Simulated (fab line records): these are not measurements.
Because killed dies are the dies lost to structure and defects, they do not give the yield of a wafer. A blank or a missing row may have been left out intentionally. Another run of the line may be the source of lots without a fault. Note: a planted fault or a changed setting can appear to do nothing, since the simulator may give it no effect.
Check for tools in common :: flow nand harc :: Sample size 13 lots and 39 wafers

WHAT PROMPTED THE OPENING
Flagged at NHARC_P_GATE_CD_MEAS_26: reading cd nm, on 1 of 13 lots. Fault-free wafers read 119.6 nm, with a standard deviation of 0.59.
Rule: flag the lot when none of its wafers has a number, or when each of its wafers that has one lies beyond 4 standard deviations from that mean. All remaining lots are regarded as sound.

lot: L899
measured: day 4 11:20
on: cd sem-02
cd nm (nm), wafer by wafer: 120.4 120.6 120.2
flag: 

lot: L900
measured: day 4 23:56
on: cd sem-03
cd nm (nm), wafer by wafer: 119.6 118.8 119.7
flag: 

lot: L901
measured: day 5 06:00
on: cd sem-01
cd nm (nm), wafer by wafer: 119.0 119.6 118.9
flag: 

lot: L902
measured: day 5 13:19
on: cd sem-01
cd nm (nm), wafer by wafer: 120.5 120.2 120.4
flag: 

lot: L905
measured: day 6 05:50
on: cd sem-01
cd nm (nm), wafer by wafer: 121.1 120.8 120.1
flag: 

lot: L907
measured: day 6 16:25
on: cd sem-01
cd nm (nm), wafer by wafer: 119.8 119.4 120.5
flag: 

lot: L906
measured: day 6 16:35
on: cd sem-02
cd nm (nm), wafer by wafer: 119.6 119.1 119.2
flag: 

lot: L908
measured: day 7 00:50
on: cd sem-03
cd nm (nm), wafer by wafer: 92.2 91.7 91.5
flag: FLAGGED

lot: L911
measured: day 7 21:39
on: cd sem-02
cd nm (nm), wafer by wafer: 119.7 118.8 119.8
flag: 

lot: L918
measured: day 9 09:01
on: cd sem-02
cd nm (nm), wafer by wafer: 120.4 120.3 120.1
flag: 

lot: L919
measured: day 9 09:10
on: cd sem-03
cd nm (nm), wafer by wafer: 120.0 120.2 119.7
flag: 

lot: L920
measured: day 10 01:16
on: cd sem-01
cd nm (nm), wafer by wafer: 119.9 119.7 120.5
flag: 

lot: L921
measured: day 10 01:50
on: cd sem-02
cd nm (nm), wafer by wafer: 119.4 119.3 119.0
flag: 
The numbers of the flagged lots are 91.8 nm on average: -27.8 nm against the usual, or -47 standard deviations.

EACH LOT AND THE TOOL IT RAN ON
The record keeps 1 process step preceding the reading, out of 1159 steps on the route. Cell contents, in order: the tool; ch with the chambers the sampled wafers went through; the start.
lot: L899
flag: 
NHARC_P_GATE_EXPOSE_23: arfi scanner-02 ch 0, day 4 11:11

lot: L900
flag: 
NHARC_P_GATE_EXPOSE_23: arfi scanner-01 ch 0, day 4 23:47

lot: L901
flag: 
NHARC_P_GATE_EXPOSE_23: arfi scanner-01 ch 0, day 5 05:52

lot: L902
flag: 
NHARC_P_GATE_EXPOSE_23: arfi scanner-01 ch 0, day 5 13:11

lot: L905
flag: 
NHARC_P_GATE_EXPOSE_23: arfi scanner-02 ch 0, day 6 05:41

lot: L907
flag: 
NHARC_P_GATE_EXPOSE_23: arfi scanner-01 ch 0, day 6 16:17

lot: L906
flag: 
NHARC_P_GATE_EXPOSE_23: arfi scanner-02 ch 0, day 6 16:26

lot: L908
flag: FLAGGED
NHARC_P_GATE_EXPOSE_23: arfi scanner-01 ch 0, day 7 00:41

lot: L911
flag: 
NHARC_P_GATE_EXPOSE_23: arfi scanner-01 ch 0, day 7 21:31

lot: L918
flag: 
NHARC_P_GATE_EXPOSE_23: arfi scanner-03 ch 0, day 9 08:53

lot: L919
flag: 
NHARC_P_GATE_EXPOSE_23: arfi scanner-02 ch 0, day 9 09:02

lot: L920
flag: 
NHARC_P_GATE_EXPOSE_23: arfi scanner-03 ch 0, day 10 01:08

lot: L921
flag: 
NHARC_P_GATE_EXPOSE_23: arfi scanner-01 ch 0, day 10 01:41
These steps, and what they do:
- NHARC_P_GATE_EXPOSE_23: exposes mask P GATE, target cd 120 nm.
- NHARC_P_GATE_CD_MEAS_26: target cd 120 nm.

FLAGGED OVER TOTAL, TOOL BY TOOL (the gauges that took the reading come last)
step: NHARC_P_GATE_EXPOSE_23
tool: arfi scanner-01
lots run: 7
flagged: 1
share of the flagged lots: all
sound lots run after its first flagged lot: 2 (L911,L921)

step: NHARC_P_GATE_EXPOSE_23
tool: arfi scanner-02
lots run: 4
flagged: 0
share of the flagged lots: none
sound lots run after its first flagged lot: -

step: NHARC_P_GATE_EXPOSE_23
tool: arfi scanner-03
lots run: 2
flagged: 0
share of the flagged lots: none
sound lots run after its first flagged lot: -

step: NHARC_P_GATE_CD_MEAS_26
tool: cd sem-01
lots run: 5
flagged: 0
share of the flagged lots: none
sound lots run after its first flagged lot: -

step: NHARC_P_GATE_CD_MEAS_26
tool: cd sem-02
lots run: 5
flagged: 0
share of the flagged lots: none
sound lots run after its first flagged lot: -

step: NHARC_P_GATE_CD_MEAS_26
tool: cd sem-03
lots run: 3
flagged: 1
share of the flagged lots: all
sound lots run after its first flagged lot: 1 (L919)

WHAT IS ALLOWED BY THE TABLE
Every flagged lot went through 2 rows of the table: arfi scanner-01 at NHARC_P_GATE_EXPOSE_23 and cd sem-03 at NHARC_P_GATE_CD_MEAS_26.
- arfi scanner-01 at NHARC_P_GATE_EXPOSE_23: 1 of its 7 lots flagged. Sound lots followed the first flagged one (L911, L921) on it, something a lasting fault affecting the whole tool could not allow.
- cd sem-03 at NHARC_P_GATE_CD_MEAS_26: 1 of its 3 lots flagged. Sound lots followed the first flagged one (L919) on it, something a lasting fault affecting the whole tool could not allow.
Not one row of the table ran every flagged lot while running no sound lot after the first.

WHAT THE SIMULATOR HAD PUT IN
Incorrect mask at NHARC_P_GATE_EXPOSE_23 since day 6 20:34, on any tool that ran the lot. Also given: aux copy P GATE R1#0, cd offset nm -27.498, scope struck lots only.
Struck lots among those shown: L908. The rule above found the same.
